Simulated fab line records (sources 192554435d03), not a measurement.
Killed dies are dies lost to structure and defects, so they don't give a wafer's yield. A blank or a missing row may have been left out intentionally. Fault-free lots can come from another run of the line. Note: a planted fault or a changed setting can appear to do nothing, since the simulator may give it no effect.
Chamber matching || flow n5_finfet || 4 sister chambers for N5_BEOL_M12_ETCH_68 on rie_diel-05
The step etches SOC in N2/H2, time 285 s. 22 wafers are shown with their chamber, then 11 later ones without.

== WAFERS WITH THEIR CHAMBER ==
{"wafer": "L075.4", "chamber": 3, "throttle_valve_pct (%)": 17.63, "showerhead_plenum_p_Torr (Torr)": 2.48, "oes_product_au (a.u.)": 0.90}
{"wafer": "L075.5", "chamber": 2, "throttle_valve_pct (%)": 18.53, "showerhead_plenum_p_Torr (Torr)": 2.54, "oes_product_au (a.u.)": 0.71}
{"wafer": "L075.6", "chamber": 0, "throttle_valve_pct (%)": 17.69, "showerhead_plenum_p_Torr (Torr)": 2.46, "oes_product_au (a.u.)": 0.83}
{"wafer": "L076.2", "chamber": 1, "throttle_valve_pct (%)": 17.57, "showerhead_plenum_p_Torr (Torr)": 2.44, "oes_product_au (a.u.)": 0.84}
{"wafer": "L076.3", "chamber": 3, "throttle_valve_pct (%)": 17.64, "showerhead_plenum_p_Torr (Torr)": 2.48, "oes_product_au (a.u.)": 0.91}
{"wafer": "L076.6", "chamber": 0, "throttle_valve_pct (%)": 17.70, "showerhead_plenum_p_Torr (Torr)": 2.46, "oes_product_au (a.u.)": 0.84}
{"wafer": "L078.2", "chamber": 2, "throttle_valve_pct (%)": 18.55, "showerhead_plenum_p_Torr (Torr)": 2.54, "oes_product_au (a.u.)": 0.70}
{"wafer": "L078.3", "chamber": 3, "throttle_valve_pct (%)": 17.64, "showerhead_plenum_p_Torr (Torr)": 2.47, "oes_product_au (a.u.)": 0.89}
{"wafer": "L078.4", "chamber": 0, "throttle_valve_pct (%)": 17.72, "showerhead_plenum_p_Torr (Torr)": 2.46, "oes_product_au (a.u.)": 0.82}
{"wafer": "L079.1", "chamber": 3, "throttle_valve_pct (%)": 17.64, "showerhead_plenum_p_Torr (Torr)": 2.47, "oes_product_au (a.u.)": 0.90}
{"wafer": "L079.2", "chamber": 0, "throttle_valve_pct (%)": 17.73, "showerhead_plenum_p_Torr (Torr)": 2.46, "oes_product_au (a.u.)": 0.82}
{"wafer": "L079.6", "chamber": 2, "throttle_valve_pct (%)": 18.56, "showerhead_plenum_p_Torr (Torr)": 2.53, "oes_product_au (a.u.)": 0.69}
{"wafer": "L083.1", "chamber": 3, "throttle_valve_pct (%)": 17.65, "showerhead_plenum_p_Torr (Torr)": 2.47, "oes_product_au (a.u.)": 0.89}
{"wafer": "L083.4", "chamber": 2, "throttle_valve_pct (%)": 18.60, "showerhead_plenum_p_Torr (Torr)": 2.53, "oes_product_au (a.u.)": 0.69}
{"wafer": "L083.5", "chamber": 0, "throttle_valve_pct (%)": 17.74, "showerhead_plenum_p_Torr (Torr)": 2.46, "oes_product_au (a.u.)": 0.81}
{"wafer": "L086.2", "chamber": 0, "throttle_valve_pct (%)": 17.73, "showerhead_plenum_p_Torr (Torr)": 2.45, "oes_product_au (a.u.)": 0.80}
{"wafer": "L086.3", "chamber": 2, "throttle_valve_pct (%)": 18.58, "showerhead_plenum_p_Torr (Torr)": 2.53, "oes_product_au (a.u.)": 0.68}
{"wafer": "L086.6", "chamber": 3, "throttle_valve_pct (%)": 17.66, "showerhead_plenum_p_Torr (Torr)": 2.47, "oes_product_au (a.u.)": 0.87}
{"wafer": "L088.1", "chamber": 3, "throttle_valve_pct (%)": 17.69, "showerhead_plenum_p_Torr (Torr)": 2.46, "oes_product_au (a.u.)": 0.86}
{"wafer": "L088.5", "chamber": 3, "throttle_valve_pct (%)": 17.69, "showerhead_plenum_p_Torr (Torr)": 2.46, "oes_product_au (a.u.)": 0.86}
{"wafer": "L088.6", "chamber": 2, "throttle_valve_pct (%)": 18.61, "showerhead_plenum_p_Torr (Torr)": 2.53, "oes_product_au (a.u.)": 0.68}
{"wafer": "L091.2", "chamber": 0, "throttle_valve_pct (%)": 17.77, "showerhead_plenum_p_Torr (Torr)": 2.45, "oes_product_au (a.u.)": 0.79}

SIGNATURES (averages over the wafers above)
{"reading": "throttle_valve_pct", "chamber 0": 17.7257, "chamber 1": 17.5700, "chamber 2": 18.5717, "chamber 3": 17.6550, "scatter within a chamber": 0.0265}
{"reading": "showerhead_plenum_p_Torr", "chamber 0": 2.4571, "chamber 1": 2.4400, "chamber 2": 2.5333, "chamber 3": 2.4700, "scatter within a chamber": 0.00613}
{"reading": "oes_product_au", "chamber 0": 0.8157, "chamber 1": 0.8400, "chamber 2": 0.6917, "chamber 3": 0.8850, "scatter within a chamber": 0.0168}
Rule: distance of a wafer from a chamber = root of the sum over the readings of ((wafer's reading minus chamber's mean) / reading's scatter) squared. If the next closest chamber is less than 2 further off than the closest, the wafer can't be placed; otherwise it belongs to the closest. The scatter is the square root of a quotient: the sum, over the shown wafers, of each reading's squared deviation from its chamber's mean, divided by wafers minus chambers.

== WAFERS WITHOUT THEIR CHAMBER ==
{"wafer": "L091.5", "throttle_valve_pct (%)": 17.78, "showerhead_plenum_p_Torr (Torr)": 2.45, "oes_product_au (a.u.)": 0.80}
{"wafer": "L091.6", "throttle_valve_pct (%)": 17.68, "showerhead_plenum_p_Torr (Torr)": 2.46, "oes_product_au (a.u.)": 0.86}
{"wafer": "L093.2", "throttle_valve_pct (%)": 17.61, "showerhead_plenum_p_Torr (Torr)": 2.42, "oes_product_au (a.u.)": 0.80}
{"wafer": "L093.3", "throttle_valve_pct (%)": 17.76, "showerhead_plenum_p_Torr (Torr)": 2.45, "oes_product_au (a.u.)": 0.79}
{"wafer": "L093.4", "throttle_valve_pct (%)": 17.69, "showerhead_plenum_p_Torr (Torr)": 2.46, "oes_product_au (a.u.)": 0.85}
{"wafer": "L092.1", "throttle_valve_pct (%)": 17.61, "showerhead_plenum_p_Torr (Torr)": 2.42, "oes_product_au (a.u.)": 0.80}
{"wafer": "L092.2", "throttle_valve_pct (%)": 17.68, "showerhead_plenum_p_Torr (Torr)": 2.46, "oes_product_au (a.u.)": 0.85}
{"wafer": "L092.4", "throttle_valve_pct (%)": 17.78, "showerhead_plenum_p_Torr (Torr)": 2.44, "oes_product_au (a.u.)": 0.80}
{"wafer": "L097.2", "throttle_valve_pct (%)": 17.64, "showerhead_plenum_p_Torr (Torr)": 2.42, "oes_product_au (a.u.)": 0.79}
{"wafer": "L097.4", "throttle_valve_pct (%)": 17.63, "showerhead_plenum_p_Torr (Torr)": 2.42, "oes_product_au (a.u.)": 0.79}
{"wafer": "L097.6", "throttle_valve_pct (%)": 17.78, "showerhead_plenum_p_Torr (Torr)": 2.44, "oes_product_au (a.u.)": 0.77}

== WHICH CHAMBER EACH ONE RAN IN ==
{"wafer": "L091.5", "from the rows above": 0, "in truth": 0}
{"wafer": "L091.6", "from the rows above": "can't be placed: 3 or 0", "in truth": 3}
{"wafer": "L093.2", "from the rows above": 1, "in truth": 1}
{"wafer": "L093.3", "from the rows above": 0, "in truth": 0}
{"wafer": "L093.4", "from the rows above": "can't be placed: 0 or 3", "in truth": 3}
{"wafer": "L092.1", "from the rows above": 1, "in truth": 1}
{"wafer": "L092.2", "from the rows above": "can't be placed: 0 or 3", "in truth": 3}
{"wafer": "L092.4", "from the rows above": 0, "in truth": 0}
{"wafer": "L097.2", "from the rows above": "can't be placed: 1 or 0", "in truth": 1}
{"wafer": "L097.4", "from the rows above": 1, "in truth": 1}
{"wafer": "L097.6", "from the rows above": 0, "in truth": 0}
Correctly placed: 7 of 11. Can't be placed from these rows: 4 (the true chamber is among the candidates in 4). 0 placed wrongly.
